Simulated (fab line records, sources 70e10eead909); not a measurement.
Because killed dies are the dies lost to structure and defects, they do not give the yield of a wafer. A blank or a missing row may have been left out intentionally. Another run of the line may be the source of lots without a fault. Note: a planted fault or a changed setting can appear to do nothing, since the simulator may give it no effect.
Struck lot and sound lot, side by side	flow nand harc	12 steps out of a route of 1302
Sound: wafers L980.2, L980.3, L980.4. Wafers L969.1, L969.4, L969.6 were the ones struck. At the end, the cause is stated.
Each step with rows lists, per side, the tool, then ch with its chambers, then its first start. Under that, the readings that differ: sound wafers	struck wafers	difference of the means	sigmas: that difference in standard deviations of wafers without a fault.
alike: same words and numbers on both sides, and readings whose means sit less than 2 such deviations apart. not compared: any withheld reading, any reading some wafer has no value for, any bound like >300 that may hide the same value, and any number with overlapping values for which the record gives no deviation.
A row with sigmas, a row that says differs or no value, or rows on one side alone: a step with any of these is where the two part. Numbers that don't overlap but have no deviation are shown without sigmas and don't part them. Lack of a reading on every wafer of one side parts them only where that side has two or more wafers.

first, 1 step without rows for these wafers: NHARC_A_CHANNEL_FILL_D2_ANNEAL_22 (time 7200 s).
NHARC_A_CHANNEL_FILL_D2_ALD_25: deposits SiOx, target thk 60 nm, pulse time 10 s, ald cycles 600.
  sound on ald hk-03 ch 0,1,2, day 22 07:07; struck on ald hk-03 ch 0,1, day 18 00:33
  alike: heater power w, precursor pulse height rel
NHARC_A_CHANNEL_FILL_D2_ETCHBACK_08: etches the open film in C4F8, target depth 220 nm, time 110 s.
  sound on rie diel-13 ch 0,2,3; struck on rie diel-13 ch 0,2
  alike: chamber pressure mTorr, oes product au, rf vpp V
  not compared: rf hours counter h
NHARC_A_CHANNEL_FILL_D2_STRIP_29: strips in O2, time 20 s.
  sound on rie diel-13 ch 0,2,3; struck on rie diel-13 ch 0,3
  alike: chamber pressure mTorr, drypump motor current A, o2 flow sccm, oes product au, rf vpp V, showerhead plenum p Torr, throttle valve pct
  not compared: rf hours counter h
then, 3 steps without rows for these wafers: NHARC_A_CHANNEL_FILL_D2_PRECLEAN_30 (cleans in dHF, time 30 s); NHARC_A_CHANNEL_FILL_D2_SRD_31; NHARC_A_CHANNEL_FILL_D2_CVD_09 (deposits poly-Si, target thk 150 nm, time 3000 s).
NHARC_A_CHANNEL_FILL_D2_CMP_10: polishes, target thk 150 nm.
  sound on cmp-01 ch 0,1,2, day 22 17:58; struck on cmp-02 ch 1,2, day 18 11:55
  alike: edge zone pressure frac, motor current A, time to endpoint s
next, for these wafers, 1 step has no rows: NHARC_A_CHANNEL_FILL_D2_SRD_12.
NHARC_A_CHANNEL_FILL_D2_RTA_24: time 5 s.
  sound on rtp anneal-02 ch 0, day 22 18:25; struck on rtp anneal-02 ch 0, day 18 12:51
  alike: lamp power pct, lamp_zone_4_pct, lamp_zone_7_pct, wafer_temp_C_max
NHARC_A_CHANNEL_FILL_D2_INSPECT_13:
  sound: defect inspect-02 at day 22 18:35; struck: defect inspect-01 at day 18 13:02
  alike: raw defect count
NHARC_END_SORT_01:
  the record has rows for the sound wafers here (prober-02 ch 0, day 31 14:15) and none for the struck ones

WHERE THEY PART
Only at NHARC_END_SORT_01, within this record.

WHY: what had been put in by the simulator
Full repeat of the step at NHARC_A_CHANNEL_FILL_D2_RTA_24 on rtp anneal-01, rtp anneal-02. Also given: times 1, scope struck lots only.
